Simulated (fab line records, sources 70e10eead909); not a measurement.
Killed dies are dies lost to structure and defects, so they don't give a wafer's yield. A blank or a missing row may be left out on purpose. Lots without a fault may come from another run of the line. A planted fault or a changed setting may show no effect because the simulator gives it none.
Which tool did it? | flow nand_harc | 24 lots, 72 wafers sampled, at 1 step of a route of 1159

WHAT THE GAUGES READ, wafer by wafer
NHARC_A_CHANNEL_HOLE_D1_CD_MEAS_30.
lot  | measured     | on        | cd_nm (nm)
L074 | day 8 22:50  | cd_sem-03 | 89.0 86.9 89.2
L075 | day 8 23:20  | cd_sem-01 | 93.9 91.5 93.3
L076 | day 9 03:02  | cd_sem-01 | 88.3 89.6 89.0
L077 | day 9 11:03  | cd_sem-02 | 91.3 88.2 89.9
L078 | day 9 11:50  | cd_sem-01 | 86.2 88.9 86.4
L079 | day 9 15:13  | cd_sem-01 | 89.4 87.9 87.0
L080 | day 9 15:58  | cd_sem-02 | 88.7 88.4 89.0
L082 | day 10 02:56 | cd_sem-02 | 90.0 89.3 89.2
L081 | day 10 03:08 | cd_sem-02 | 88.8 89.5 86.6
L083 | day 11 01:34 | cd_sem-02 | 92.1 91.8 92.6
L085 | day 11 04:25 | cd_sem-01 | 89.8 89.0 90.1
L084 | day 11 05:43 | cd_sem-03 | 89.5 89.0 89.7
L086 | day 11 17:10 | cd_sem-02 | 89.8 89.6 88.3
L087 | day 11 18:25 | cd_sem-02 | 91.5 91.0 89.6
L088 | day 11 21:19 | cd_sem-03 | 89.7 89.9 90.3
L089 | day 12 11:47 | cd_sem-03 | 87.8 88.3 87.2
L090 | day 12 12:15 | cd_sem-02 | 89.0 92.9 93.3
L091 | day 12 21:28 | cd_sem-02 | 89.3 92.8 89.5
L092 | day 12 23:13 | cd_sem-03 | 93.4 89.7 89.9
L093 | day 13 09:09 | cd_sem-01 | 89.2 89.7 88.3
L094 | day 13 09:48 | cd_sem-01 | 90.6 88.8 90.1
L096 | day 14 00:45 | cd_sem-01 | 88.9 91.3 88.6
L095 | day 14 04:55 | cd_sem-03 | 88.0 92.6 91.5
L097 | day 14 14:14 | cd_sem-01 | 89.4 90.8 92.0

WHICH TOOL RAN EACH LOT (tool, then ch and the chambers of the sampled wafers, then the start)
The record holds no process step before these readings.

WHAT THE TOOLS THEMSELVES READ (means of the sampled wafers that have a number; where no wafer has one, the mark that the record gives instead)
The record holds no such reading with a usual standard deviation.

THE ANSWER, worked out from the rows above alone
Rule: what is usual is taken from the lots themselves. Put in order of their means at a reading, lots are off if they are a third of the lots or fewer, leave a main group of 4 or more, and stand apart from it by a gap of 3 or more times the standard deviation of the main group's means; of several such gaps the widest counts. A main group whose means are all the same, to the digits that the tables above print for the reading, isn't used. A lot without any number at a reading at which 4 lots or more have one is off too. The other lots that the step has rows for count as sound. The gauges are gone through in route order, then the tools' own readings, and for those a lot's mean is taken as printed above. The first step at which some lot is off is used, and at that step the reading that is off furthest; a lot without a number counts as furthest.
No lot is off at any reading shown: from this, nothing can be told.

WHAT THE SIMULATOR HAD PUT IN
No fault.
